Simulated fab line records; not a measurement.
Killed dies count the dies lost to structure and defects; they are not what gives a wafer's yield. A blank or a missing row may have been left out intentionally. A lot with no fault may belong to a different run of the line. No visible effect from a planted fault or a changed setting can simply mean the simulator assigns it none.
Which tool did it? | flow n5Finfet | Sampling: 10 lots, 26 wafers, 6 of 1938 route steps

## WHAT THE GAUGES SHOWED, per wafer
N5_BEOL_M4_RC_MEAS_101. Usual: DIBL_N 35.3 mV/V, standard deviation 2.5; DIBL_P 35 mV/V, standard deviation 3.3; IOFF_N 0.15 nA/um, standard deviation 0.049; IOFF_P 0.20 nA/um, standard deviation 0.056; ION_N 673 uA/um, standard deviation 16; ION_P 462 uA/um, standard deviation 10; SS_N 71.2 mV/dec, standard deviation 0.85; SS_P 73.0 mV/dec, standard deviation 0.97; VT_N 252 mV, standard deviation 4.9; VT_P -251 mV, standard deviation 5.
lot  | measured     | on        | DIBL_N (mV/V)  | DIBL_P (mV/V) | IOFF_N (nA/um) | IOFF_P (nA/um) | ION_N (uA/um) | ION_P (uA/um) | SS_N (mV/dec)  | SS_P (mV/dec)  | VT_N (mV)   | VT_P (mV)      | flag
L232 | day 8 12:38  | prober-02 | 34.2 31.6      | 33 31         | 0.13 0.10      | 0.19 0.15      | 673 662       | 461 464       | 70.8 70.7      | 72.6 71.8      | 251 255     | -249 -252      | 
L233 | day 8 18:04  | prober-02 | 37.3 37.2      | 39 38         | 0.19 0.18      | 0.21 0.20      | 691 680       | 466 457       | 72.6 72.3      | 73.9 73.5      | 248 251     | -251 -256      | 
L237 | day 9 06:55  | prober-02 | 35.2 32.3      | 35 32         | 0.13 0.09      | 0.17 0.13      | 662 655       | 449 454       | 71.6 70.1      | 72.9 73.1      | 250 256     | -253 -257      | 
L236 | day 9 09:36  | prober-02 | 35.9 34.6      | 37 35         | 0.16 0.13      | 0.24 0.20      | 684 676       | 478 471       | 72.1 71.6      | 73.5 73.7      | 250 252     | -249 -249      | 
L239 | day 10 03:44 | prober-02 | 35.6 35.7 36.1 | 35 36 36      | 0.14 0.16 0.15 | 0.20 0.22 0.21 | 668 683 683   | 464 473 470   | 70.9 71.1 71.6 | 72.9 72.1 72.9 | 249 247 252 | -250 -251 -248 | 
L242 | day 11 02:05 | prober-01 | 37.1 39.3 36.3 | 37 39 36      | 0.17 0.20 0.16 | 0.22 0.26 0.23 | 673 671 684   | 456 452 466   | 71.7 72.3 71.8 | 72.7 74.0 73.4 | 245 247 245 | -248 -244 -248 | 
L244 | day 11 05:14 | prober-02 | 32.9 35.1 36.9 | 32 34 37      | 0.09 0.12 0.15 | 0.14 0.16 0.19 | 649 669 671   | 452 460 461   | 71.6 71.0 71.4 | 72.4 73.0 73.3 | 257 257 255 | -256 -256 -251 | 
L247 | day 12 03:56 | prober-01 | 35.7 35.8 35.6 | 35 37 35      | 0.14 0.15 0.16 | 0.22 0.27 0.23 | 679 676 697   | 467 478 488   | 71.4 71.1 71.5 | 73.6 73.7 73.8 | 252 251 247 | -247 -243 -243 | 
L254 | day 13 09:18 | prober-02 | 30.2 31.0 31.3 | 29 30 30      | 0.08 0.09 0.09 | 0.11 0.11 0.12 | 665 646 648   | 457 447 442   | 70.0 70.0 69.9 | 72.5 72.4 72.0 | 259 257 259 | -258 -257 -259 | 
L253 | day 14 00:22 | prober-02 | 31.1 34.4 34.5 | 28 30 32      | 0.07 0.10 0.11 | 0.10 0.12 0.13 | 644 640 672   | 447 434 461   | 69.2 70.3 70.5 | 71.7 71.8 72.5 | 262 260 254 | -261 -260 -258 | 

N5_BEOL_M9_INSPECT_13: inspects for defects (brightfield). Usual: rawDefectCount reads 418 (standard deviation 94).
lot  | measured     | on               | rawDefectCount | flag
L232 | day 10 04:44 | defectInspect-02 | 531 456        | 
L233 | day 10 13:28 | defectInspect-01 | 607 457        | 
L237 | day 11 02:02 | defectInspect-01 | 425 330        | 
L236 | day 11 09:37 | defectInspect-02 | 339 365        | 
L239 | day 11 23:25 | defectInspect-01 | 449 443 452    | 
L242 | day 12 21:53 | defectInspect-02 | 455 586 538    | 
L244 | day 13 04:51 | defectInspect-02 | 392 250 363    | 
L247 | day 14 00:10 | defectInspect-01 | 345 401 325    | 
L254 | day 15 04:17 | defectInspect-01 | 365 443 343    | 
L253 | day 15 20:38 | defectInspect-02 | 413 430 536    | 

N5_BEOL_M9_CD_MEAS_18: pitch 140 nm, target cd 70 nm. Usual: cdNm reads 70.6 nm (standard deviation 0.71).
lot  | measured     | on       | cdNm (nm)      | flag
L232 | day 10 05:50 | cdSem-01 | 69.6 69.5      | 
L233 | day 10 15:17 | cdSem-03 | 70.8 70.3      | 
L237 | day 11 02:32 | cdSem-01 | 70.9 70.9      | 
L236 | day 11 10:26 | cdSem-01 | 71.9 71.3      | 
L239 | day 12 00:01 | cdSem-03 | 71.0 70.0 70.9 | 
L242 | day 12 22:31 | cdSem-03 | 70.9 70.9 70.5 | 
L244 | day 13 05:30 | cdSem-03 | 69.5 71.1 70.3 | 
L247 | day 14 00:47 | cdSem-02 | 70.5 70.9 69.7 | 
L254 | day 15 04:53 | cdSem-02 | 69.6 71.1 71.2 | 
L253 | day 15 21:55 | cdSem-03 | 71.2 70.1 70.4 | 

N5_BEOL_M9_CD_MEAS_28: target cd 70 nm. Usual: cdNm reads 69.86 nm (standard deviation 0.27).
lot  | measured     | on       | cdNm (nm)         | flag
L232 | day 10 07:31 | cdSem-02 | 70.05 69.83       | 
L233 | day 10 16:28 | cdSem-01 | 69.55 69.41       | 
L237 | day 11 02:52 | cdSem-03 | 69.86 69.85       | 
L236 | day 11 10:57 | cdSem-03 | 70.16 69.46       | 
L239 | day 12 01:16 | cdSem-01 | 70.03 70.08 69.81 | 
L242 | day 13 00:09 | cdSem-02 | 57.58 58.05 58.22 | OFF
L244 | day 13 07:13 | cdSem-01 | 59.55 59.67 59.51 | OFF
L247 | day 14 01:36 | cdSem-02 | 69.81 69.62 70.14 | 
L254 | day 15 07:13 | cdSem-02 | 70.07 69.81 69.52 | 
L253 | day 15 22:32 | cdSem-01 | 70.00 70.09 70.34 | 

## TOOL THAT RAN EACH LOT (tool first, then ch and the chambers of the sampled wafers, then the start)
lot  | N5_BEOL_M9_ETCH_61                | N5_BEOL_M9_EXPOSE_25
L232 | rieDiel-03 ch 0,3, day 10 05:07   | euvScanner-02 ch 0, day 10 07:24
L233 | rieDiel-03 ch 0, day 10 14:52     | euvScanner-01 ch 0, day 10 16:20
L237 | rieDiel-01 ch 1,2, day 11 02:06   | euvScanner-02 ch 0, day 11 02:44
L236 | rieDiel-03 ch 0,2, day 11 09:50   | euvScanner-01 ch 0, day 11 10:49
L239 | rieDiel-02 ch 2,3, day 11 23:37   | euvScanner-02 ch 0, day 12 01:08
L242 | rieDiel-03 ch 1,2,3, day 12 22:05 | euvScanner-02 ch 0, day 13 00:01
L244 | rieDiel-02 ch 0,1,3, day 13 05:01 | euvScanner-02 ch 0, day 13 07:05
L247 | rieDiel-02 ch 0,1, day 14 00:21   | euvScanner-01 ch 0, day 14 01:28
L254 | rieDiel-01 ch 2,3, day 15 04:28   | euvScanner-01 ch 0, day 15 07:05
L253 | rieDiel-01 ch 0,1, day 15 21:30   | euvScanner-01 ch 0, day 15 22:25
- N5_BEOL_M9_ETCH_61: etches SiARC in CF4, target depth 39 nm, time 65 s.
- N5_BEOL_M9_EXPOSE_25: exposes mask V8.

## WHAT THE TOOLS THEMSELVES READ (means of the sampled wafers that have a number; where no wafer has one, the mark that the record gives instead)
N5_BEOL_M9_ETCH_61. Usual: value, then standard deviation, for each; drypumpMotorCurrentA 5.7 A / 0.41; etchRfOnTimeS 65.2 s / 2.1; mfcArSccm 99.95 sccm / 0.29; oesProductAu 0.65 a.u. / 0.069; rfVppV 183.8 V / 1.2; showerheadPlenumPTorr 2.11 Torr / 0.067; throttleValvePct 15.75 % / 0.25.
lot  | tool       | drypumpMotorCurrentA (A) | etchRfOnTimeS (s) | mfcArSccm (sccm) | oesProductAu (a.u.) | rfVppV (V) | showerheadPlenumPTorr (Torr) | throttleValvePct (%) | flag
L232 | rieDiel-03 | 5.3                      | 67.2              | 99.74            | 0.62                | 184.1      | 2.14                         | 15.93                | 
L233 | rieDiel-03 | 5.4                      | 66.2              | 100.06           | 0.62                | 185.0      | 2.22                         | 16.05                | 
L237 | rieDiel-01 | 5.7                      | 65.6              | 99.58            | 0.63                | 182.5      | 2.12                         | 15.61                | 
L236 | rieDiel-03 | 5.7                      | 63.7              | 99.78            | 0.71                | 183.9      | 2.16                         | 15.89                | 
L239 | rieDiel-02 | 5.6                      | 65.2              | 100.01           | 0.66                | 184.8      | 2.16                         | 15.61                | 
L242 | rieDiel-03 | 5.4                      | 65.4              | 100.10           | 0.74                | 183.1      | 2.08                         | 15.75                | 
L244 | rieDiel-02 | 5.5                      | 65.2              | 100.37           | 0.69                | 184.2      | 2.13                         | 15.57                | 
L247 | rieDiel-02 | 5.6                      | 65.6              | 100.04           | 0.71                | 183.9      | 2.14                         | 15.49                | 
L254 | rieDiel-01 | 6.1                      | 62.6              | 99.84            | 0.60                | 184.1      | 2.08                         | 15.96                | 
L253 | rieDiel-01 | 5.7                      | 65.0              | 99.60            | 0.61                | 182.1      | 2.05                         | 15.72                | 

N5_BEOL_M9_EXPOSE_25. Usual: exposureDoseMJCm2 reads 37.15 (standard deviation 0.039).
lot  | tool          | exposureDoseMJCm2 | flag
L232 | euvScanner-02 | 37.17             | 
L233 | euvScanner-01 | 37.24             | 
L237 | euvScanner-02 | 37.09             | 
L236 | euvScanner-01 | 37.15             | 
L239 | euvScanner-02 | 37.14             | 
L242 | euvScanner-02 | 23.53             | OFF
L244 | euvScanner-02 | 26.32             | OFF
L247 | euvScanner-01 | 37.17             | 
L254 | euvScanner-01 | 37.15             | 
L253 | euvScanner-01 | 37.10             | 

## THE ANSWER, worked out from the rows above alone
Rule: a lot is off if the mean of its wafers that have a number lies more than 3 standard deviations from the usual mean. Also off: a lot with no number at a reading for which 4 or more lots have one. All remaining lots with rows at the step are treated as sound. After the gauges, taken in route order, come the tools' own readings; for these a lot's mean is taken, as printed above. The first step at which some lot is off is used, and at that step the reading that is off furthest; a lot without a number counts as furthest.
Off: L242, L244, at N5_BEOL_M9_CD_MEAS_28 (cdNm).
If a tool, at a process step before that reading, ran all the lots that are off and no sound lot after the first of them, it fits. The gauges at N5_BEOL_M9_CD_MEAS_28 aren't tried: what is off there is off at N5_BEOL_M9_EXPOSE_25 too, on other tools, and a gauge's error can't cause that. One fits: N5_BEOL_M9_EXPOSE_25 on euvScanner-02. Its last sound lot is L239 (day 12 01:08), its first lot that is off L242 (day 13 00:01): a fault that began between those two fits.
On the lots that are off, the tool's own readings at N5_BEOL_M9_EXPOSE_25 differ by more than 5 times the standard deviation of the sound lots' means, which bears it out; exposureDoseMJCm2 reads 24.93 there versus 37.15 on the sound lots.

## WHAT THE SIMULATOR HAD PUT IN
Drift in process parameters on euvScanner-02 at N5_BEOL_M9_EXPOSE_25, starting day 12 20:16. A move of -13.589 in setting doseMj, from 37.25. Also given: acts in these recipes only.
Shown lots that were struck: L242, L244. Same finding as the rule above.
